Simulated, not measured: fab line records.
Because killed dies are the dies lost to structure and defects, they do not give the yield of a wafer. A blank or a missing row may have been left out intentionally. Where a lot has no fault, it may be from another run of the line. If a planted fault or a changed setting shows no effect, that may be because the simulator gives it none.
fab line records -- flow n5Finfet
[record] lots = 10, wafers = 30, lastDay = 16
route steps=1938 shown BEOL_M9@1446 MIM_TOP@1837 TV_LITHO@1886 PASSIVATION@1928
lots untouched by any fault: they come from a run of this same line in which no faults occurred
startH: hours from the record's opening day to when the first of the lot's shown wafers began -- waitH: hours from the lot's prior step to this one -- " as in the row above -- L1.1+2: a row that stands for several wafers -- - no value present, or no start provided -- * or withheld: withheld -- < > ~ a bound
route shown NAME@n: a module of which the file shows steps, and the number in the route of the first -- usual: mean and standard deviation over wafers with no fault -- same: alike in all rows -- chamber/n: place in a boat -- sites: each site's reading -- _std_site: their standard deviation -- _edge_site: mean of outer sites minus mean of inner sites -- radiusMm: how far each site lies from the wafer's centre -- mask NAME#n: copy n -- behind: the most recent tool/chamber to have shaped the wafer -- hold: why the lot was held/for how many hours/how that ended -- device: whichever transistor did not switch (one of n, p or np) -- end of line: tests run on the same wafers once the route is complete -- a step given without rows: its recipe and nothing more -- killed: dies that structure and defects cost at the first sort, which is not the same as the wafer's yield -- map: a wafer's dies, marking killed ones x, the rest . and places with no die _
set.NAME: setting as actually run; set.NAME@STEP: the setting as run at that earlier step -- model.NAME: the simulator's own value behind a step, which no gauge read
steps of the route over a sample of lots; a table a step, a row a wafer
services: when a tool's chamber went out of use (startH, in hours from the record's first day, below 0 if earlier), for how many hours, and the reason
[[steps]]
[step N5_BEOL_M9_TRENCH_ETCH_37]
[recipe] chemistry = C4F6/O2, targetDepthA = 1514.3, target = SiCOH_lowk, timeS = 49, ionEnergyEv = 250, pressureMtorr = 30, sourceW = 345, biasW = 185, Ar_flow_sccm = 300, C4F6_flow_sccm = 10, O2_flow_sccm = 10
[usual] drypumpMotorCurrentA = 5.5/0.38, oesProductAu = 0.79/0.086, rfVppV = 665/7, showerheadPlenumPTorr = 2.85/0.068, throttleValvePct = 20.94/0.22
[same] timeS = 49
lot.wafer,tool,chamber,startH,waitH,drypumpMotorCurrentA,oesProductAu,rfHoursCounterH,rfVppV,showerheadPlenumPTorr,throttleValvePct
L655.2,rieDiel-06,3,214.60,-,5.2,0.97,6,662,2.79,20.86
L655.3,rieDiel-06,0,214.60,-,5.4,0.71,214,659,2.83,21.21
L655.5,rieDiel-06,0,214.60,-,5.4,0.71,-,659,2.83,21.20
L654.4,rieDiel-03,3,227.63,-,5.4,0.75,158,656,2.85,21.23
L654.5,rieDiel-03,3,227.63,-,5.4,0.75,-,657,2.84,21.25
L654.6,rieDiel-03,0,227.63,-,6.3,0.90,-,660,2.80,20.65
L656.4,rieDiel-06,1,234.09,-,5.7,0.92,17,670,3.03,20.81
L656.5,rieDiel-06,0,234.09,-,5.4,0.71,-,657,2.82,21.21
L656.6,rieDiel-06,3,234.09,-,5.2,0.96,-,660,2.79,20.86
L657.1,rieDiel-05,3,247.46,-,5.4,0.75,144,681,2.86,20.75
L657.3,rieDiel-05,1,247.46,-,4.9,0.85,76,670,2.77,20.71
L657.4,rieDiel-05,2,247.46,-,5.8,0.80,118,663,2.86,21.27
L661.2,rieDiel-03,2,279.74,-,5.8,0.69,211,669,2.93,20.73
L661.4,rieDiel-03,1,279.74,-,5.1,0.79,109,671,2.87,20.80
L661.5,rieDiel-03,3,279.74,-,5.5,0.73,-,658,2.84,21.26
L663.2,rieDiel-03,3,288.74,-,5.4,0.74,175,656,2.84,21.26
L663.3,rieDiel-03,1,288.74,-,5.1,0.78,112,669,2.87,20.80
L663.4,rieDiel-03,0,288.74,-,6.3,0.86,38,660,2.79,20.69
L666.2,rieDiel-03,3,312.33,-,5.5,0.73,182,656,2.83,21.28
L666.4,rieDiel-03,2,312.33,-,5.8,0.68,221,669,2.93,20.74
L666.5,rieDiel-03,0,312.33,-,6.2,0.86,-,658,2.79,20.69
L667.2,rieDiel-03,2,313.81,-,5.8,0.67,222,668,2.93,20.76
L667.3,rieDiel-03,0,313.81,-,6.2,0.86,45,660,2.79,20.69
L667.5,rieDiel-03,0,313.81,-,6.3,0.85,-,659,2.79,20.68
L669.2,rieDiel-05,2,319.23,-,5.8,0.78,140,661,2.85,21.31
L669.3,rieDiel-05,1,319.23,-,4.9,0.82,98,670,2.76,20.76
L669.4,rieDiel-05,2,319.23,-,5.8,0.77,-,661,2.85,21.30
L671.2,rieDiel-03,3,323.65,-,5.4,0.72,185,656,2.83,21.28
L671.5,rieDiel-03,2,323.65,-,5.8,0.68,-,670,2.93,20.74
L671.6,rieDiel-03,3,323.65,-,5.4,0.72,-,655,2.83,21.29
[step N5_MIM_TOP_DEGAS_04]
[recipe] ambient = vacuum, tempC = 300, timeS = 60
[usual] heaterPowerW = 452/48
[same] timeS = 60
lot.wafer,tool,chamber,startH,waitH,heaterPowerW
L655.2,pvdSputter-02,-,264.08,-,475
L655.3,pvdSputter-02,-,264.08,-,330
L655.5,pvdSputter-02,-,264.08,-,336
L654.4,pvdSputter-01,-,277.74,-,459
L654.5,pvdSputter-01,-,277.74,-,346
L654.6,pvdSputter-01,-,277.74,-,460
L656.4,pvdSputter-03,-,288.41,-,457
L656.5,pvdSputter-03,-,288.41,-,516
L656.6,pvdSputter-03,-,288.41,-,435
L657.1,pvdSputter-01,-,302.36,-,483
L657.3,pvdSputter-01,-,302.36,-,364
L657.4,pvdSputter-01,-,302.36,-,457
L661.2,pvdSputter-01,-,332.82,-,347
L661.4,pvdSputter-01,-,332.82,-,447
L661.5,pvdSputter-01,-,332.82,-,473
L663.2,pvdSputter-02,-,332.90,-,332
L663.3,pvdSputter-02,-,332.90,-,485
L663.4,pvdSputter-02,-,332.90,-,504
L666.2,pvdSputter-01,-,358.87,-,466
L666.4,pvdSputter-01,-,358.87,-,472
L666.5,pvdSputter-01,-,358.87,-,355
L667.2,pvdSputter-01,-,359.09,-,472
L667.3,pvdSputter-01,-,359.09,-,458
L667.5,pvdSputter-01,-,359.09,-,447
L669.2,pvdSputter-01,-,364.58,-,478
L669.3,pvdSputter-01,-,364.58,-,354
L669.4,pvdSputter-01,-,364.58,-,466
L671.2,pvdSputter-03,-,375.98,-,471
L671.5,pvdSputter-03,-,375.98,-,440
L671.6,pvdSputter-03,-,375.98,-,503
[step N5_PASSIVATION_DESCUM_12]
[recipe] chemistry = O2, timeS = 7.9, sourcePowerW = 50, biasPowerW = 20, pressureMtorr = 20, rfFrequencyHz = 2.712e+07, tempC = 40, o2FlowSccm = 225
[usual] drypumpMotorCurrentA = 5.5/0.4, oesProductAu = 0.79/0.078, rfVppV = 243.1/1.1, showerheadPlenumPTorr = 2.08/0.048, throttleValvePct = 20.40/0.2
[same] timeS = 7.9
lot.wafer,tool,chamber,startH,waitH,drypumpMotorCurrentA,oesProductAu,rfHoursCounterH,rfVppV,showerheadPlenumPTorr,throttleValvePct
L655.2,rieDiel-03,2,267.28,0.1,5.8,0.69,209,244.0,2.15,20.18
L655.3,rieDiel-03,3,267.28,0.1,5.4,0.75,169,242.4,2.07,20.66
L655.5,rieDiel-03,0,267.28,0.1,6.3,0.87,-,242.7,2.05,20.19
L654.4,rieDiel-03,0,281.61,0.1,6.2,0.88,36,241.9,2.05,20.18
L654.5,rieDiel-03,3,281.61,0.1,5.4,0.73,-,241.6,2.07,20.66
L654.6,rieDiel-03,0,281.61,0.1,6.2,0.87,-,244.3,2.05,20.18
L656.4,rieDiel-05,3,291.53,0.1,5.4,0.73,-,242.7,2.09,20.23
L656.5,rieDiel-05,1,291.53,0.1,4.9,0.82,-,243.1,2.03,20.25
L656.6,rieDiel-05,2,291.53,0.1,5.8,0.78,-,243.2,2.09,20.73
L657.1,rieDiel-03,3,305.37,0.0,5.4,0.73,180,244.4,2.07,20.68
L657.3,rieDiel-03,1,305.37,0.0,5.1,0.79,116,244.0,2.10,20.26
L657.4,rieDiel-03,2,305.37,0.0,5.7,0.69,219,245.5,2.15,20.19
L661.2,rieDiel-05,3,336.03,0.2,5.4,0.72,172,243.3,2.08,20.25
L661.4,rieDiel-05,2,336.03,0.2,5.8,0.77,-,243.3,2.08,20.77
L661.5,rieDiel-05,3,336.03,0.2,5.4,0.72,-,243.2,2.08,20.25
L663.2,rieDiel-05,3,336.59,0.0,5.4,0.72,172,243.6,2.08,20.23
L663.3,rieDiel-05,2,336.59,0.0,5.8,0.78,147,242.8,2.08,20.76
L663.4,rieDiel-05,3,336.59,0.0,5.4,0.73,-,242.4,2.08,20.23
L667.2,rieDiel-03,1,363.56,0.6,5.1,0.77,135,243.5,2.10,20.30
L667.3,rieDiel-03,2,363.56,0.6,5.7,0.67,238,243.6,2.14,20.23
L667.5,rieDiel-03,0,363.56,0.6,6.2,0.83,-,241.1,2.04,20.22
L666.2,rieDiel-06,1,365.17,0.2,5.7,0.84,60,244.9,2.21,20.30
L666.4,rieDiel-06,1,365.17,0.2,5.7,0.85,-,245.7,2.21,20.32
L666.5,rieDiel-06,0,365.17,0.2,5.4,0.98,-,243.1,2.06,20.36
L669.2,rieDiel-03,3,370.26,0.5,5.4,0.71,201,242.3,2.06,20.71
L669.3,rieDiel-03,1,370.26,0.5,5.1,0.77,137,243.2,2.10,20.30
L669.4,rieDiel-03,0,370.26,0.5,6.3,0.82,63,241.9,2.04,20.21
L671.2,rieDiel-05,0,379.46,0.0,4.9,0.94,13,241.3,2.05,20.38
L671.5,rieDiel-05,3,379.46,0.0,5.4,0.72,-,243.8,2.08,20.25
L671.6,rieDiel-05,0,379.46,0.0,4.9,0.93,-,242.2,2.05,20.41
[step N5_PASSIVATION_DESCUM_46]
[recipe] chemistry = O2, timeS = 7.9, sourcePowerW = 50, biasPowerW = 20, pressureMtorr = 20, rfFrequencyHz = 2.712e+07, tempC = 40, o2FlowSccm = 225
[usual] drypumpMotorCurrentA = 5.5/0.41, oesProductAu = 0.81/0.079, rfVppV = 243.4/1.3, showerheadPlenumPTorr = 2.11/0.058, throttleValvePct = 20.42/0.18
[same] timeS = 7.9
lot.wafer,tool,chamber,startH,waitH,drypumpMotorCurrentA,oesProductAu,rfHoursCounterH,rfVppV,showerheadPlenumPTorr,throttleValvePct
L655.2,rieDiel-01,0,271.26,0.3,5.3,0.83,84,242.4,2.20,20.20
L655.3,rieDiel-01,3,271.26,0.3,5.7,0.84,68,241.6,2.03,20.31
L655.5,rieDiel-01,2,271.26,0.3,6.1,0.84,-,243.7,2.22,20.29
L654.4,rieDiel-01,3,285.20,0.1,5.7,0.84,-,241.9,2.03,20.31
L654.5,rieDiel-01,2,285.20,0.1,6.1,0.83,-,244.2,2.21,20.34
L654.6,rieDiel-01,0,285.20,0.1,5.3,0.84,-,244.8,2.20,20.22
L656.4,rieDiel-02,1,295.28,0.0,4.7,0.78,-,243.1,2.10,20.70
L656.5,rieDiel-02,3,295.28,0.0,5.1,0.70,-,244.1,2.15,20.39
L656.6,rieDiel-02,0,295.28,0.0,5.7,0.95,-,243.8,2.15,20.53
L657.1,rieDiel-02,2,309.19,0.0,5.5,0.70,221,242.6,2.07,20.45
L657.3,rieDiel-02,1,309.19,0.0,4.7,0.78,142,243.6,2.09,20.71
L657.4,rieDiel-02,0,309.19,0.0,5.7,0.94,13,243.5,2.14,20.56
L661.2,rieDiel-01,1,339.69,0.0,5.9,0.91,15,242.3,2.13,20.10
L661.4,rieDiel-01,3,339.69,0.0,5.7,0.81,92,242.9,2.03,20.36
L661.5,rieDiel-01,0,339.69,0.0,5.3,0.81,-,244.9,2.19,20.25
L663.2,rieDiel-04,1,340.34,0.1,5.4,0.83,85,241.4,2.03,20.43
L663.3,rieDiel-04,0,340.34,0.1,5.7,0.93,22,242.9,2.05,20.28
L663.4,rieDiel-04,3,340.34,0.1,5.6,0.80,108,243.6,2.11,20.53
L667.2,rieDiel-04,1,367.83,0.0,5.4,0.81,95,241.5,2.03,20.46
L667.3,rieDiel-04,3,367.83,0.0,5.6,0.77,118,243.9,2.11,20.53
L667.5,rieDiel-04,1,367.83,0.0,5.4,0.81,-,240.2,2.03,20.44
L666.2,rieDiel-04,2,368.91,0.0,5.4,0.79,134,242.8,2.11,20.58
L666.4,rieDiel-04,0,368.91,0.0,5.7,0.91,32,242.9,2.05,20.29
L666.5,rieDiel-04,2,368.91,0.0,5.4,0.78,-,244.2,2.11,20.55
L669.2,rieDiel-01,1,373.44,0.0,5.9,0.90,27,244.6,2.13,20.12
L669.3,rieDiel-01,0,373.44,0.0,5.2,0.80,120,245.5,2.19,20.26
L669.4,rieDiel-01,2,373.44,0.0,6.0,0.79,115,244.2,2.20,20.39
L671.2,rieDiel-01,1,382.83,0.0,5.9,0.90,30,243.4,2.12,20.12
L671.5,rieDiel-01,0,382.83,0.0,5.3,0.79,-,245.3,2.19,20.27
L671.6,rieDiel-01,3,382.83,0.0,5.7,0.80,-,242.7,2.02,20.36
[step N5_PASSIVATION_PROBE_49]
[usual] defectLimitedYield = 91.2/1.4, killed_at_M0_to_M3 = 34/10, killed_at_M4_up = 13/5.1, killedAtContacts = 12/6.5, killedAtFrontEnd = 41/11, killedAtOther = 4/3.3, killedDies = 104/16, killedOpen = 69/13, killedShort = 33/7, sort_bin_5_function = 5.1/0.91, sort_bin_6_memory = 3.3/0.69, sortNPass = 1076/16, sortYieldPct = 91.2/1.4
[same] grossDies = 1180, killedAtBackSide = 0, sort_bin_4_leakage[%] = 0, sort_bin_8_speed[%] = 0
lot.wafer,tool,chamber,startH,waitH,defectLimitedYield[%],killed_at_M0_to_M3,killed_at_M4_up,killedAtContacts,killedAtFrontEnd,killedAtOther,killedDies,killedOpen,killedShort,sort_bin_5_function[%],sort_bin_6_memory[%],sortNPass,sortYieldPct[%]
L671.2,prober-02,-,385.92,0.1,83.1,33,135,2,26,4,200,58,24,10.0,4.7,980,83.1
L671.5,prober-02,-,386.07,0.2,91.1,27,24,6,41,7,105,75,30,5.4,3.1,1075,91.1
L671.6,prober-02,-,386.12,0.3,82.8,21,128,4,47,3,203,60,26,10.6,4.6,977,82.8
// killed by level:class
L671.2 BEOL_M9:unspecified=114 BEOL_M3:geometricParticle:open=10 FIN_SAQP:geometricParticle:short=6 BEOL_M2:geometricParticle:open=6 BEOL_M0_SAQP:geometricParticle:short=5 BEOL_M1:geometricParticle:open=5 BEOL_M4:geometricParticle:open=5 DUMMY_GATE:geometricParticle:open=4
L671.5 BEOL_M4:geometricParticle:open=13 STI_FIN_REVEAL:geometricParticle:open=12 BEOL_M1:geometricParticle:open=8 BEOL_M3:geometricParticle:open=7 FIN_SAQP:geometricParticle:short=5 MOL_CONTACT_COAG:geometricParticle:open=5 BEOL_M2:geometricParticle:open=5 BEOL_M8:geometricParticle:open=5
L671.6 BEOL_M9:unspecified=117 FIN_SAQP:geometricParticle:short=16 FIN_SAQP:geometricParticle:open=13 BEOL_M2:geometricParticle:open=11 STI_FIN_REVEAL:geometricParticle:open=7 MOL_CONTACT_COAG:geometricParticle:open=4 BEOL_M3:geometricParticle:open=4 BEOL_M4:geometricParticle:open=4
[[services]]
tool,chamber,startH,hours,kind
rieDiel-02,3,195.74,3.8,repair
rieDiel-04,1,207.48,14.3,repair
rieDiel-03,0,209.33,4.7,repair
rieDiel-04,-,209.64,0.6,repair
rieDiel-04,0,217.81,6.3,repair
rieDiel-02,2,227.15,4.2,repair
rieDiel-06,0,235.18,4.9,repair
rieDiel-01,-,238.63,15.6,pm
rieDiel-02,2,252.28,2.4,repair
rieDiel-01,0,259.64,4.1,repair
rieDiel-02,-,260.12,2.8,pm
rieDiel-03,0,268.47,1.5,repair
rieDiel-05,0,280.12,21.8,repair
rieDiel-04,-,297.70,2.8,pm
rieDiel-01,-,310.45,2.8,pm
rieDiel-05,0,314.89,-,clean
rieDiel-05,0,314.89,-,consumableReplace:focusRing
rieDiel-05,0,314.89,23.4,scheduledDown
rieDiel-05,0,314.89,23.4,ventCycle
rieDiel-06,2,329.05,5.4,repair
rieDiel-01,0,331.37,1.3,repair
rieDiel-01,-,334.23,0.9,repair
rieDiel-05,2,354.62,15.6,repair
rieDiel-02,3,377.10,7.1,repair
[[key]]
[firstSign] step = N5_PASSIVATION_PROBE_49, reading = killed_at_M4_up, direction = up, sigmas = 23, usual = 13, struck = 132
[effect] step = N5_PASSIVATION_PROBE_49, reading = killedDies, direction = up, sigmas = 5.9, usual = 104, struck = 202
[moreKillsBornAt] N5_BEOL_M9_TRENCH_ETCH_37@rieDiel-03 = 231
metAt N5_BEOL_M9_TRENCH_ETCH_37
struckLots L671
struckWafers L671.2,L671.6
notActingAt N5_MIM_TOP_DEGAS_04,N5_PASSIVATION_DESCUM_12,N5_PASSIVATION_DESCUM_46
onsetBetween 312.33 323.65
[fault] kind = chamberParticleSource, tool = rieDiel-03, chamber = 3, onsetH = 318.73, steps = N5_BEOL_M9_TRENCH_ETCH_37, ratePerVisitCm2 = 0.64846, endH = 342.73
